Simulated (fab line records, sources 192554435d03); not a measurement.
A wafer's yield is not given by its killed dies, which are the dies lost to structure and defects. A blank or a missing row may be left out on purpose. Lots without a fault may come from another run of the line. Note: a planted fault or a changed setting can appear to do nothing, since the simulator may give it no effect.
Matching of chambers + flow n5Finfet + 4 sister chambers for N5_BEOL_M8_STRIP_36 on rieDiel-06
The step strips in N2/H2. 14 wafers are shown with their chamber, then 7 later ones without.

== WAFERS, EACH WITH ITS CHAMBER ==
| wafer  | chamber | throttleValvePct (%) | showerheadPlenumPTorr (Torr) | oesProductAu (a.u.) |
|--------|---------|----------------------|------------------------------|---------------------|
| L077.2 | 2       | 23.6                 | 2.55                         | 0.76                |
| L077.5 | 0       | 24.3                 | 2.50                         | 0.70                |
| L077.6 | 1       | 23.5                 | 2.61                         | 0.68                |
| L083.3 | 0       | 24.3                 | 2.50                         | 0.68                |
| L083.4 | 1       | 23.5                 | 2.60                         | 0.68                |
| L083.5 | 1       | 23.5                 | 2.60                         | 0.68                |
| L088.1 | 2       | 23.6                 | 2.54                         | 0.74                |
| L088.3 | 3       | 23.9                 | 2.54                         | 0.80                |
| L088.5 | 1       | 23.5                 | 2.60                         | 0.67                |
| L091.1 | 3       | 23.9                 | 2.54                         | 0.79                |
| L091.2 | 0       | 24.3                 | 2.49                         | 0.67                |
| L091.6 | 3       | 23.8                 | 2.54                         | 0.78                |
| L093.2 | 3       | 23.9                 | 2.54                         | 0.78                |
| L093.4 | 3       | 23.9                 | 2.54                         | 0.78                |

SIGNATURES (averages over the wafers above)
| reading               | chamber 0 | chamber 1 | chamber 2 | chamber 3 | scatter within a chamber |
|-----------------------|-----------|-----------|-----------|-----------|--------------------------|
| throttleValvePct      | 24.300    | 23.500    | 23.600    | 23.880    | 0.0283                   |
| showerheadPlenumPTorr | 2.4967    | 2.6025    | 2.5450    | 2.5400    | 0.00438                  |
| oesProductAu          | 0.6833    | 0.6775    | 0.7500    | 0.7860    | 0.0103                   |
Rule: distance of a wafer from a chamber = root of the sum over the readings of ((wafer's reading minus chamber's mean) / reading's scatter) squared. The wafer belongs to the nearest chamber; if the next one is less than 2 further off, it can't be placed. How the scatter is found: for the shown wafers, subtract from each reading the mean of its chamber, square and add these, divide the total by (wafers less chambers), then take the root.

== WAFERS MISSING THEIR CHAMBER ==
| wafer  | throttleValvePct (%) | showerheadPlenumPTorr (Torr) | oesProductAu (a.u.) |
|--------|----------------------|------------------------------|---------------------|
| L093.5 | 23.6                 | 2.54                         | 0.74                |
| L096.2 | 23.2                 | 2.59                         | 0.96                |
| L096.4 | 23.2                 | 2.59                         | 0.97                |
| L096.5 | 23.9                 | 2.53                         | 0.77                |
| L097.1 | 23.7                 | 2.53                         | 0.72                |
| L097.3 | 23.9                 | 2.53                         | 0.77                |
| L097.5 | 23.6                 | 2.53                         | 0.71                |

== WHICH CHAMBER EACH ONE RAN IN ==
| wafer  | from the rows above | in truth                   |
|--------|---------------------|----------------------------|
| L093.5 | 2                   | 2                          |
| L096.2 | 2                   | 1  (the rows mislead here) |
| L096.4 | 2                   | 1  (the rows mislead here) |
| L096.5 | 3                   | 3                          |
| L097.1 | 2                   | 2                          |
| L097.3 | 3                   | 3                          |
| L097.5 | 2                   | 2                          |
Correctly placed: 5 of 7. From these rows, 0 cannot be placed. Wrongly placed: 2.
